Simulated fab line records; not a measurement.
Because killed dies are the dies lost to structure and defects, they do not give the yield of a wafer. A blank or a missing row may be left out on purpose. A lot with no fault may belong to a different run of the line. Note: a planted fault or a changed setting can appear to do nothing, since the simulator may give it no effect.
Which tool was responsible? / flow nand harc / 24 lots with 72 wafers sampled at 6 steps, on a route of 1302 steps

WHAT EACH GAUGE READ, for each wafer
NHARC_P_BONDPAD_OVL_MEAS_38.
lot=L074; measured=day 6 12:26; on=overlay-01; overlay x nm (nm)=7 7 7; overlay y nm (nm)=6 6 6
lot=L075; measured=day 7 00:07; on=overlay-01; overlay x nm (nm)=3 3 3; overlay y nm (nm)=-1 -1 -1
lot=L076; measured=day 7 13:09; on=overlay-01; overlay x nm (nm)=-1 -1 -2; overlay y nm (nm)=1 1 1
lot=L078; measured=day 8 02:47; on=overlay-02; overlay x nm (nm)=-4 -5 -4; overlay y nm (nm)=2 2 1
lot=L077; measured=day 8 03:41; on=overlay-01; overlay x nm (nm)=-7 -7 -7; overlay y nm (nm)=1 2 2
lot=L079; measured=day 8 18:24; on=overlay-02; overlay x nm (nm)=-2 -2 -2; overlay y nm (nm)=0 0 -1
lot=L080; measured=day 8 23:20; on=overlay-01; overlay x nm (nm)=-9 -10 -9; overlay y nm (nm)=10 10 10
lot=L081; measured=day 9 09:15; on=overlay-02; overlay x nm (nm)=-7 -7 -7; overlay y nm (nm)=7 6 6
lot=L083; measured=day 10 00:58; on=overlay-01; overlay x nm (nm)=-10 -10 -11; overlay y nm (nm)=-4 -4 -4
lot=L082; measured=day 10 02:09; on=overlay-01; overlay x nm (nm)=1 1 1; overlay y nm (nm)=9 9 9
lot=L084; measured=day 10 12:51; on=overlay-02; overlay x nm (nm)=-17 -17 -17; overlay y nm (nm)=0 0 0
lot=L085; measured=day 11 01:23; on=overlay-01; overlay x nm (nm)=5 5 5; overlay y nm (nm)=0 0 0
lot=L086; measured=day 11 14:43; on=overlay-01; overlay x nm (nm)=4 4 4; overlay y nm (nm)=-2 -2 -3
lot=L088; measured=day 12 17:02; on=overlay-02; overlay x nm (nm)=1 1 1; overlay y nm (nm)=1 0 0
lot=L087; measured=day 12 17:37; on=overlay-01; overlay x nm (nm)=2 2 2; overlay y nm (nm)=2 2 2
lot=L089; measured=day 12 18:19; on=overlay-02; overlay x nm (nm)=-3 -3 -2; overlay y nm (nm)=2 3 3
lot=L090; measured=day 13 09:10; on=overlay-02; overlay x nm (nm)=7 7 7; overlay y nm (nm)=-2 -2 -2
lot=L091; measured=day 13 17:47; on=overlay-02; overlay x nm (nm)=-1 -2 -1; overlay y nm (nm)=6 6 6
lot=L092; measured=day 14 02:37; on=overlay-02; overlay x nm (nm)=9 9 9; overlay y nm (nm)=-5 -4 -5
lot=L093; measured=day 14 12:21; on=overlay-01; overlay x nm (nm)=-6 -6 -6; overlay y nm (nm)=4 3 3
lot=L094; measured=day 14 19:48; on=overlay-01; overlay x nm (nm)=-5 -6 -5; overlay y nm (nm)=7 7 7
lot=L095; measured=day 15 07:09; on=overlay-02; overlay x nm (nm)=0 0 1; overlay y nm (nm)=-8 -9 -8
lot=L096; measured=day 15 14:31; on=overlay-02; overlay x nm (nm)=10 10 10; overlay y nm (nm)=-4 -3 -4
lot=L097; measured=day 16 04:28; on=overlay-02; overlay x nm (nm)=-5 -6 -6; overlay y nm (nm)=-8 -8 -8

NHARC_A_START_INSPECT_01.
lot=L074; measured=day 6 15:39; on=defect inspect-02; raw defect count=3 2 4
lot=L075; measured=day 7 03:16; on=defect inspect-02; raw defect count=5 6 3
lot=L076; measured=day 7 16:19; on=defect inspect-02; raw defect count=9 5 2
lot=L078; measured=day 8 05:57; on=defect inspect-01; raw defect count=3 3 5
lot=L077; measured=day 8 06:49; on=defect inspect-01; raw defect count=3 4 0
lot=L079; measured=day 8 21:32; on=defect inspect-02; raw defect count=4 4 7
lot=L080; measured=day 9 02:46; on=defect inspect-02; raw defect count=2 5 4
lot=L081; measured=day 9 12:26; on=defect inspect-02; raw defect count=4 3 9
lot=L083; measured=day 10 04:07; on=defect inspect-01; raw defect count=1 2 3
lot=L082; measured=day 10 05:20; on=defect inspect-01; raw defect count=2 6 0
lot=L084; measured=day 10 16:01; on=defect inspect-01; raw defect count=3 4 2
lot=L085; measured=day 11 04:31; on=defect inspect-01; raw defect count=3 2 4
lot=L086; measured=day 11 17:53; on=defect inspect-02; raw defect count=5 3 1
lot=L088; measured=day 12 20:11; on=defect inspect-02; raw defect count=4 4 1
lot=L087; measured=day 12 20:47; on=defect inspect-01; raw defect count=1 2 2
lot=L089; measured=day 12 21:28; on=defect inspect-02; raw defect count=0 4 2
lot=L090; measured=day 13 12:20; on=defect inspect-02; raw defect count=3 3 3
lot=L091; measured=day 13 20:59; on=defect inspect-01; raw defect count=2 3 4
lot=L092; measured=day 14 05:45; on=defect inspect-02; raw defect count=5 3 5
lot=L093; measured=day 14 15:31; on=defect inspect-02; raw defect count=3 6 2
lot=L094; measured=day 14 22:58; on=defect inspect-02; raw defect count=5 6 4
lot=L095; measured=day 15 10:17; on=defect inspect-02; raw defect count=5 2 3
lot=L096; measured=day 15 17:39; on=defect inspect-01; raw defect count=8 3 7
lot=L097; measured=day 16 07:38; on=defect inspect-01; raw defect count=3 3 5

WHAT TOOL EACH LOT RAN ON (gives the tool, then ch and the chambers of the sampled wafers, and finally the start)
lot=L074; NHARC_P_M1_ETCH_28=rie diel-08 ch 1,2,3, day 6 10:58 or earlier; NHARC_P_M2_DEP_33=pecvd-02 ch 0,1, day 6 10:58; NHARC_P_BONDPAD_CMP_32=cmp-04 ch 0,2, day 6 11:40; NHARC_P_BONDPAD_PRE_CLEAN_26=pvd sputter-03, day 6 15:39 or earlier
lot=L075; NHARC_P_M1_ETCH_28=rie diel-08 ch 0,1,3, day 6 22:35 or earlier; NHARC_P_M2_DEP_33=pecvd-03 ch 0,1,2, day 6 22:35; NHARC_P_BONDPAD_CMP_32=cmp-03 ch 1,2, day 6 23:20; NHARC_P_BONDPAD_PRE_CLEAN_26=pvd sputter-01, day 7 03:16 or earlier
lot=L076; NHARC_P_M1_ETCH_28=rie diel-11 ch 2,3, day 7 11:31 or earlier; NHARC_P_M2_DEP_33=pecvd-03 ch 1,2, day 7 11:31; NHARC_P_BONDPAD_CMP_32=cmp-03 ch 2,3, day 7 12:14; NHARC_P_BONDPAD_PRE_CLEAN_26=pvd sputter-03, day 7 16:19 or earlier
lot=L078; NHARC_P_M1_ETCH_28=rie diel-08 ch 1,2,3, day 8 01:06 or earlier; NHARC_P_M2_DEP_33=pecvd-01 ch 0,2, day 8 01:06; NHARC_P_BONDPAD_CMP_32=cmp-04 ch 1,2, day 8 01:53; NHARC_P_BONDPAD_PRE_CLEAN_26=pvd sputter-02, day 8 05:57 or earlier
lot=L077; NHARC_P_M1_ETCH_28=rie diel-11 ch 0,2,3, day 8 01:57 or earlier; NHARC_P_M2_DEP_33=pecvd-02 ch 1,2, day 8 01:57; NHARC_P_BONDPAD_CMP_32=cmp-04 ch 0,1,2, day 8 02:47; NHARC_P_BONDPAD_PRE_CLEAN_26=pvd sputter-01, day 8 06:49 or earlier
lot=L079; NHARC_P_M1_ETCH_28=rie diel-08 ch 1,2,3, day 8 16:48 or earlier; NHARC_P_M2_DEP_33=pecvd-02 ch 0,2, day 8 16:48; NHARC_P_BONDPAD_CMP_32=cmp-03 ch 0,1,2, day 8 17:37; NHARC_P_BONDPAD_PRE_CLEAN_26=pvd sputter-03, day 8 21:32 or earlier
lot=L080; NHARC_P_M1_ETCH_28=rie diel-01 ch 0,1,2, day 8 21:32 or earlier; NHARC_P_M2_DEP_33=pecvd-02 ch 0,1,2, day 8 21:32; NHARC_P_BONDPAD_CMP_32=cmp-03 ch 0,1,2, day 8 22:31; NHARC_P_BONDPAD_PRE_CLEAN_26=pvd sputter-02, day 9 02:46 or earlier
lot=L081; NHARC_P_M1_ETCH_28=rie diel-11 ch 0,3, day 9 07:34 or earlier; NHARC_P_M2_DEP_33=pecvd-01 ch 0,2, day 9 07:34; NHARC_P_BONDPAD_CMP_32=cmp-02 ch 1,3, day 9 08:20; NHARC_P_BONDPAD_PRE_CLEAN_26=pvd sputter-01, day 9 12:26 or earlier
lot=L083; NHARC_P_M1_ETCH_28=rie diel-11 ch 1,2,3, day 9 23:21 or earlier; NHARC_P_M2_DEP_33=pecvd-01 ch 0,1,2, day 9 23:21; NHARC_P_BONDPAD_CMP_32=cmp-04 ch 0,2, day 10 00:05; NHARC_P_BONDPAD_PRE_CLEAN_26=pvd sputter-02, day 10 04:07 or earlier
lot=L082; NHARC_P_M1_ETCH_28=rie diel-11 ch 1,3, day 10 00:34 or earlier; NHARC_P_M2_DEP_33=pecvd-02 ch 1,2, day 10 00:34; NHARC_P_BONDPAD_CMP_32=cmp-03 ch 0,2,3, day 10 01:22; NHARC_P_BONDPAD_PRE_CLEAN_26=pvd sputter-03, day 10 05:20 or earlier
lot=L084; NHARC_P_M1_ETCH_28=rie diel-08 ch 1,2,3, day 10 11:07 or earlier; NHARC_P_M2_DEP_33=pecvd-01 ch 0,1, day 10 11:07; NHARC_P_BONDPAD_CMP_32=cmp-04 ch 0,2,3, day 10 11:56; NHARC_P_BONDPAD_PRE_CLEAN_26=pvd sputter-02, day 10 16:01 or earlier
lot=L085; NHARC_P_M1_ETCH_28=rie diel-08 ch 0,1,2, day 10 23:47 or earlier; NHARC_P_M2_DEP_33=pecvd-01 ch 1,2, day 10 23:47; NHARC_P_BONDPAD_CMP_32=cmp-03 ch 0,1,2, day 11 00:37; NHARC_P_BONDPAD_PRE_CLEAN_26=pvd sputter-01, day 11 04:31 or earlier
lot=L086; NHARC_P_M1_ETCH_28=rie diel-01 ch 0,1,2, day 11 13:07 or earlier; NHARC_P_M2_DEP_33=pecvd-02 ch 1,2, day 11 13:07; NHARC_P_BONDPAD_CMP_32=cmp-02 ch 0,1,2, day 11 13:56; NHARC_P_BONDPAD_PRE_CLEAN_26=pvd sputter-01, day 11 17:53 or earlier
lot=L088; NHARC_P_M1_ETCH_28=rie diel-01 ch 1,2, day 12 15:17 or earlier; NHARC_P_M2_DEP_33=pecvd-01 ch 1,2, day 12 15:17; NHARC_P_BONDPAD_CMP_32=cmp-03 ch 0,1,2, day 12 16:10; NHARC_P_BONDPAD_PRE_CLEAN_26=pvd sputter-03, day 12 20:11 or earlier
lot=L087; NHARC_P_M1_ETCH_28=rie diel-01 ch 0,1,2, day 12 15:56 or earlier; NHARC_P_M2_DEP_33=pecvd-01 ch 0,1,2, day 12 15:56; NHARC_P_BONDPAD_CMP_32=cmp-02 ch 0,2,3, day 12 16:43; NHARC_P_BONDPAD_PRE_CLEAN_26=pvd sputter-03, day 12 20:47 or earlier
lot=L089; NHARC_P_M1_ETCH_28=rie diel-01 ch 0,2,3, day 12 16:38 or earlier; NHARC_P_M2_DEP_33=pecvd-01 ch 0,1,2, day 12 16:38; NHARC_P_BONDPAD_CMP_32=cmp-03 ch 2,3, day 12 17:25; NHARC_P_BONDPAD_PRE_CLEAN_26=pvd sputter-01, day 12 21:28 or earlier
lot=L090; NHARC_P_M1_ETCH_28=rie diel-01 ch 0,1,3, day 13 07:35 or earlier; NHARC_P_M2_DEP_33=pecvd-02 ch 1,2, day 13 07:35; NHARC_P_BONDPAD_CMP_32=cmp-03 ch 2,3, day 13 08:24; NHARC_P_BONDPAD_PRE_CLEAN_26=pvd sputter-03, day 13 12:20 or earlier
lot=L091; NHARC_P_M1_ETCH_28=rie diel-01 ch 0,1,3, day 13 16:11 or earlier; NHARC_P_M2_DEP_33=pecvd-01 ch 0,1, day 13 16:11; NHARC_P_BONDPAD_CMP_32=cmp-03 ch 0,1, day 13 17:00; NHARC_P_BONDPAD_PRE_CLEAN_26=pvd sputter-03, day 13 20:59 or earlier
lot=L092; NHARC_P_M1_ETCH_28=rie diel-11 ch 0,1,2, day 14 00:49 or earlier; NHARC_P_M2_DEP_33=pecvd-02 ch 0,1,2, day 14 00:49; NHARC_P_BONDPAD_CMP_32=cmp-02 ch 0,1,2, day 14 01:43; NHARC_P_BONDPAD_PRE_CLEAN_26=pvd sputter-03, day 14 05:45 or earlier
lot=L093; NHARC_P_M1_ETCH_28=rie diel-08 ch 1,2, day 14 10:50 or earlier; NHARC_P_M2_DEP_33=pecvd-02 ch 0,1,2, day 14 10:50; NHARC_P_BONDPAD_CMP_32=cmp-03 ch 1,3, day 14 11:37; NHARC_P_BONDPAD_PRE_CLEAN_26=pvd sputter-02, day 14 15:31 or earlier
lot=L094; NHARC_P_M1_ETCH_28=rie diel-08 ch 2,3, day 14 18:10 or earlier; NHARC_P_M2_DEP_33=pecvd-01 ch 0,1,2, day 14 18:10; NHARC_P_BONDPAD_CMP_32=cmp-03 ch 0,2,3, day 14 18:56; NHARC_P_BONDPAD_PRE_CLEAN_26=pvd sputter-02, day 14 22:58 or earlier
lot=L095; NHARC_P_M1_ETCH_28=rie diel-11 ch 1,2,3, day 15 05:36 or earlier; NHARC_P_M2_DEP_33=pecvd-02 ch 0,1, day 15 05:36; NHARC_P_BONDPAD_CMP_32=cmp-03 ch 0,2, day 15 06:24; NHARC_P_BONDPAD_PRE_CLEAN_26=pvd sputter-01, day 15 10:17 or earlier
lot=L096; NHARC_P_M1_ETCH_28=rie diel-08 ch 0,2,3, day 15 12:52 or earlier; NHARC_P_M2_DEP_33=pecvd-02 ch 0,2, day 15 12:52; NHARC_P_BONDPAD_CMP_32=cmp-04 ch 0,1,3, day 15 13:39; NHARC_P_BONDPAD_PRE_CLEAN_26=pvd sputter-02, day 15 17:39 or earlier
lot=L097; NHARC_P_M1_ETCH_28=rie diel-01 ch 0,1, day 16 02:49 or earlier; NHARC_P_M2_DEP_33=pecvd-02 ch 0,1,2, day 16 02:49; NHARC_P_BONDPAD_CMP_32=cmp-02 ch 1,3, day 16 03:35; NHARC_P_BONDPAD_PRE_CLEAN_26=pvd sputter-02, day 16 07:38 or earlier
- NHARC_P_M1_ETCH_28: etches the open film in CF4/N2, target depth 30 nm, time 72.99 s.
- NHARC_P_M2_DEP_33: deposits SiCN, target thk 30 nm.
- NHARC_P_BONDPAD_CMP_32: polishes SiCN, target thk 200 nm.
- NHARC_P_BONDPAD_PRE_CLEAN_26: time 30 s.

AS READ BY THE TOOLS THEMSELVES (means over the sampled wafers that have a number; for cases with no such wafer, the mark the record gives instead)
NHARC_P_M1_ETCH_28.
lot=L074; tool=rie diel-08; drypump motor current A (A)=5.6; mfc ar sccm (sccm)=150.4; oes product au (a.u.)=0.985; rf vpp V (V)=312.9; showerhead plenum p Torr (Torr)=2.59; throttle valve pct (%)=19.787
lot=L075; tool=rie diel-08; drypump motor current A (A)=5.6; mfc ar sccm (sccm)=150.2; oes product au (a.u.)=0.995; rf vpp V (V)=314.1; showerhead plenum p Torr (Torr)=2.63; throttle valve pct (%)=19.789
lot=L076; tool=rie diel-11; drypump motor current A (A)=5.1; mfc ar sccm (sccm)=150.1; oes product au (a.u.)=0.998; rf vpp V (V)=312.2; showerhead plenum p Torr (Torr)=2.50; throttle valve pct (%)=19.798
lot=L078; tool=rie diel-08; drypump motor current A (A)=5.6; mfc ar sccm (sccm)=149.5; oes product au (a.u.)=1.000; rf vpp V (V)=313.6; showerhead plenum p Torr (Torr)=2.59; throttle valve pct (%)=19.795
lot=L077; tool=rie diel-11; drypump motor current A (A)=5.3; mfc ar sccm (sccm)=150.0; oes product au (a.u.)=0.999; rf vpp V (V)=313.3; showerhead plenum p Torr (Torr)=2.56; throttle valve pct (%)=19.807
lot=L079; tool=rie diel-08; drypump motor current A (A)=5.6; mfc ar sccm (sccm)=150.2; oes product au (a.u.)=1.000; rf vpp V (V)=314.0; showerhead plenum p Torr (Torr)=2.59; throttle valve pct (%)=19.792
lot=L080; tool=rie diel-01; drypump motor current A (A)=5.8; mfc ar sccm (sccm)=150.1; oes product au (a.u.)=1.005; rf vpp V (V)=312.9; showerhead plenum p Torr (Torr)=2.55; throttle valve pct (%)=19.791
lot=L081; tool=rie diel-11; drypump motor current A (A)=5.6; mfc ar sccm (sccm)=150.1; oes product au (a.u.)=1.006; rf vpp V (V)=313.2; showerhead plenum p Torr (Torr)=2.60; throttle valve pct (%)=19.796
lot=L083; tool=rie diel-11; drypump motor current A (A)=5.6; mfc ar sccm (sccm)=149.5; oes product au (a.u.)=0.995; rf vpp V (V)=313.2; showerhead plenum p Torr (Torr)=2.52; throttle valve pct (%)=19.792
lot=L082; tool=rie diel-11; drypump motor current A (A)=6.2; mfc ar sccm (sccm)=149.7; oes product au (a.u.)=0.996; rf vpp V (V)=313.0; showerhead plenum p Torr (Torr)=2.51; throttle valve pct (%)=19.794
lot=L084; tool=rie diel-08; drypump motor current A (A)=5.6; mfc ar sccm (sccm)=150.0; oes product au (a.u.)=1.002; rf vpp V (V)=313.5; showerhead plenum p Torr (Torr)=2.58; throttle valve pct (%)=19.792
lot=L085; tool=rie diel-08; drypump motor current A (A)=5.9; mfc ar sccm (sccm)=150.1; oes product au (a.u.)=0.995; rf vpp V (V)=314.9; showerhead plenum p Torr (Torr)=2.63; throttle valve pct (%)=19.788
lot=L086; tool=rie diel-01; drypump motor current A (A)=5.8; mfc ar sccm (sccm)=150.3; oes product au (a.u.)=1.004; rf vpp V (V)=312.7; showerhead plenum p Torr (Torr)=2.55; throttle valve pct (%)=19.799
lot=L088; tool=rie diel-01; drypump motor current A (A)=6.3; mfc ar sccm (sccm)=150.0; oes product au (a.u.)=1.000; rf vpp V (V)=315.4; showerhead plenum p Torr (Torr)=2.65; throttle valve pct (%)=19.792
lot=L087; tool=rie diel-01; drypump motor current A (A)=5.8; mfc ar sccm (sccm)=150.0; oes product au (a.u.)=0.997; rf vpp V (V)=312.8; showerhead plenum p Torr (Torr)=2.54; throttle valve pct (%)=19.796
lot=L089; tool=rie diel-01; drypump motor current A (A)=5.8; mfc ar sccm (sccm)=150.0; oes product au (a.u.)=0.997; rf vpp V (V)=311.9; showerhead plenum p Torr (Torr)=2.45; throttle valve pct (%)=19.794
lot=L090; tool=rie diel-01; drypump motor current A (A)=5.7; mfc ar sccm (sccm)=149.8; oes product au (a.u.)=1.009; rf vpp V (V)=312.6; showerhead plenum p Torr (Torr)=2.55; throttle valve pct (%)=19.795
lot=L091; tool=rie diel-01; drypump motor current A (A)=5.7; mfc ar sccm (sccm)=149.6; oes product au (a.u.)=0.994; rf vpp V (V)=312.3; showerhead plenum p Torr (Torr)=2.55; throttle valve pct (%)=19.796
lot=L092; tool=rie diel-11; drypump motor current A (A)=5.9; mfc ar sccm (sccm)=150.2; oes product au (a.u.)=1.001; rf vpp V (V)=313.6; showerhead plenum p Torr (Torr)=2.58; throttle valve pct (%)=19.792
lot=L093; tool=rie diel-08; drypump motor current A (A)=6.0; mfc ar sccm (sccm)=150.0; oes product au (a.u.)=1.010; rf vpp V (V)=314.0; showerhead plenum p Torr (Torr)=2.59; throttle valve pct (%)=19.792
lot=L094; tool=rie diel-08; drypump motor current A (A)=5.1; mfc ar sccm (sccm)=149.7; oes product au (a.u.)=1.003; rf vpp V (V)=312.1; showerhead plenum p Torr (Torr)=2.47; throttle valve pct (%)=19.795
lot=L095; tool=rie diel-11; drypump motor current A (A)=5.6; mfc ar sccm (sccm)=150.1; oes product au (a.u.)=1.004; rf vpp V (V)=312.1; showerhead plenum p Torr (Torr)=2.52; throttle valve pct (%)=19.791
lot=L096; tool=rie diel-08; drypump motor current A (A)=5.4; mfc ar sccm (sccm)=149.5; oes product au (a.u.)=0.999; rf vpp V (V)=311.9; showerhead plenum p Torr (Torr)=2.52; throttle valve pct (%)=19.791
lot=L097; tool=rie diel-01; drypump motor current A (A)=5.8; mfc ar sccm (sccm)=149.7; oes product au (a.u.)=1.002; rf vpp V (V)=313.6; showerhead plenum p Torr (Torr)=2.64; throttle valve pct (%)=19.792

NHARC_P_M2_DEP_33.
lot=L074; tool=pecvd-02; chamber pressure Torr (Torr)=3.006; heater power outer w (W)=293; heater power w (W)=492
lot=L075; tool=pecvd-03; chamber pressure Torr (Torr)=2.996; heater power outer w (W)=280; heater power w (W)=488
lot=L076; tool=pecvd-03; chamber pressure Torr (Torr)=2.995; heater power outer w (W)=267; heater power w (W)=475
lot=L078; tool=pecvd-01; chamber pressure Torr (Torr)=3.005; heater power outer w (W)=398; heater power w (W)=683
lot=L077; tool=pecvd-02; chamber pressure Torr (Torr)=2.998; heater power outer w (W)=374; heater power w (W)=600
lot=L079; tool=pecvd-02; chamber pressure Torr (Torr)=2.999; heater power outer w (W)=357; heater power w (W)=594
lot=L080; tool=pecvd-02; chamber pressure Torr (Torr)=2.997; heater power outer w (W)=360; heater power w (W)=591
lot=L081; tool=pecvd-01; chamber pressure Torr (Torr)=2.992; heater power outer w (W)=397; heater power w (W)=684
lot=L083; tool=pecvd-01; chamber pressure Torr (Torr)=2.995; heater power outer w (W)=446; heater power w (W)=739
lot=L082; tool=pecvd-02; chamber pressure Torr (Torr)=3.008; heater power outer w (W)=331; heater power w (W)=540
lot=L084; tool=pecvd-01; chamber pressure Torr (Torr)=3.003; heater power outer w (W)=347; heater power w (W)=631
lot=L085; tool=pecvd-01; chamber pressure Torr (Torr)=2.998; heater power outer w (W)=408; heater power w (W)=711
lot=L086; tool=pecvd-02; chamber pressure Torr (Torr)=2.998; heater power outer w (W)=355; heater power w (W)=578
lot=L088; tool=pecvd-01; chamber pressure Torr (Torr)=2.998; heater power outer w (W)=379; heater power w (W)=662
lot=L087; tool=pecvd-01; chamber pressure Torr (Torr)=3.004; heater power outer w (W)=416; heater power w (W)=715
lot=L089; tool=pecvd-01; chamber pressure Torr (Torr)=3.003; heater power outer w (W)=427; heater power w (W)=706
lot=L090; tool=pecvd-02; chamber pressure Torr (Torr)=3.002; heater power outer w (W)=365; heater power w (W)=585
lot=L091; tool=pecvd-01; chamber pressure Torr (Torr)=2.994; heater power outer w (W)=351; heater power w (W)=634
lot=L092; tool=pecvd-02; chamber pressure Torr (Torr)=2.997; heater power outer w (W)=343; heater power w (W)=567
lot=L093; tool=pecvd-02; chamber pressure Torr (Torr)=3.002; heater power outer w (W)=337; heater power w (W)=558
lot=L094; tool=pecvd-01; chamber pressure Torr (Torr)=2.999; heater power outer w (W)=422; heater power w (W)=703
lot=L095; tool=pecvd-02; chamber pressure Torr (Torr)=3.000; heater power outer w (W)=290; heater power w (W)=488
lot=L096; tool=pecvd-02; chamber pressure Torr (Torr)=3.005; heater power outer w (W)=349; heater power w (W)=588
lot=L097; tool=pecvd-02; chamber pressure Torr (Torr)=2.997; heater power outer w (W)=337; heater power w (W)=550

NHARC_P_BONDPAD_CMP_32.
lot=L074; tool=cmp-04; motor current A (A)=12.6; slurry flow ml min=149.5
lot=L075; tool=cmp-03; motor current A (A)=12.0; slurry flow ml min=150.6
lot=L076; tool=cmp-03; motor current A (A)=12.3; slurry flow ml min=150.2
lot=L078; tool=cmp-04; motor current A (A)=11.9; slurry flow ml min=149.8
lot=L077; tool=cmp-04; motor current A (A)=11.2; slurry flow ml min=149.8
lot=L079; tool=cmp-03; motor current A (A)=11.5; slurry flow ml min=149.7
lot=L080; tool=cmp-03; motor current A (A)=11.6; slurry flow ml min=149.4
lot=L081; tool=cmp-02; motor current A (A)=9.9; slurry flow ml min=150.0
lot=L083; tool=cmp-04; motor current A (A)=11.5; slurry flow ml min=150.0
lot=L082; tool=cmp-03; motor current A (A)=12.0; slurry flow ml min=149.9
lot=L084; tool=cmp-04; motor current A (A)=11.5; slurry flow ml min=149.9
lot=L085; tool=cmp-03; motor current A (A)=11.6; slurry flow ml min=150.4
lot=L086; tool=cmp-02; motor current A (A)=12.1; slurry flow ml min=150.3
lot=L088; tool=cmp-03; motor current A (A)=11.9; slurry flow ml min=149.9
lot=L087; tool=cmp-02; motor current A (A)=12.2; slurry flow ml min=149.9
lot=L089; tool=cmp-03; motor current A (A)=12.4; slurry flow ml min=149.8
lot=L090; tool=cmp-03; motor current A (A)=12.2; slurry flow ml min=150.2
lot=L091; tool=cmp-03; motor current A (A)=12.0; slurry flow ml min=149.5
lot=L092; tool=cmp-02; motor current A (A)=12.4; slurry flow ml min=149.8
lot=L093; tool=cmp-03; motor current A (A)=12.2; slurry flow ml min=150.2
lot=L094; tool=cmp-03; motor current A (A)=11.9; slurry flow ml min=149.7
lot=L095; tool=cmp-03; motor current A (A)=11.7; slurry flow ml min=149.7
lot=L096; tool=cmp-04; motor current A (A)=10.2; slurry flow ml min=150.6
lot=L097; tool=cmp-02; motor current A (A)=10.0; slurry flow ml min=150.1

NHARC_P_BONDPAD_PRE_CLEAN_26.
lot=L074; tool=pvd sputter-03; heater power w (W)=409
lot=L075; tool=pvd sputter-01; heater power w (W)=404
lot=L076; tool=pvd sputter-03; heater power w (W)=359
lot=L078; tool=pvd sputter-02; heater power w (W)=361
lot=L077; tool=pvd sputter-01; heater power w (W)=406
lot=L079; tool=pvd sputter-03; heater power w (W)=377
lot=L080; tool=pvd sputter-02; heater power w (W)=395
lot=L081; tool=pvd sputter-01; heater power w (W)=381
lot=L083; tool=pvd sputter-02; heater power w (W)=354
lot=L082; tool=pvd sputter-03; heater power w (W)=380
lot=L084; tool=pvd sputter-02; heater power w (W)=341
lot=L085; tool=pvd sputter-01; heater power w (W)=418
lot=L086; tool=pvd sputter-01; heater power w (W)=417
lot=L088; tool=pvd sputter-03; heater power w (W)=357
lot=L087; tool=pvd sputter-03; heater power w (W)=394
lot=L089; tool=pvd sputter-01; heater power w (W)=383
lot=L090; tool=pvd sputter-03; heater power w (W)=365
lot=L091; tool=pvd sputter-03; heater power w (W)=362
lot=L092; tool=pvd sputter-03; heater power w (W)=390
lot=L093; tool=pvd sputter-02; heater power w (W)=378
lot=L094; tool=pvd sputter-02; heater power w (W)=408
lot=L095; tool=pvd sputter-01; heater power w (W)=423
lot=L096; tool=pvd sputter-02; heater power w (W)=381
lot=L097; tool=pvd sputter-02; heater power w (W)=377

THE ANSWER, worked out from the rows above alone
Rule: usual is defined by the lots themselves. Put in order of their means at a reading, lots are off if they are a third of the lots or fewer, leave a main group of 4 or more, and stand apart from it by a gap of 3 or more times the standard deviation of the main group's means; of several such gaps the widest counts. If all means in a main group match to the digits the tables above print for the reading, that group is not used. Also off: a lot with no number at a reading for which 4 or more lots have one. Where the step has rows for the other lots, those lots are counted as sound. First the gauges in route order, then the tools' own readings, where a lot's mean is used as printed above. At the first step where some lot is off, the reading lying furthest off is the one used; lots without a number count as furthest.
No lot is off at any reading shown: from this, nothing can be told.

WHAT THE SIMULATOR HAD PUT IN
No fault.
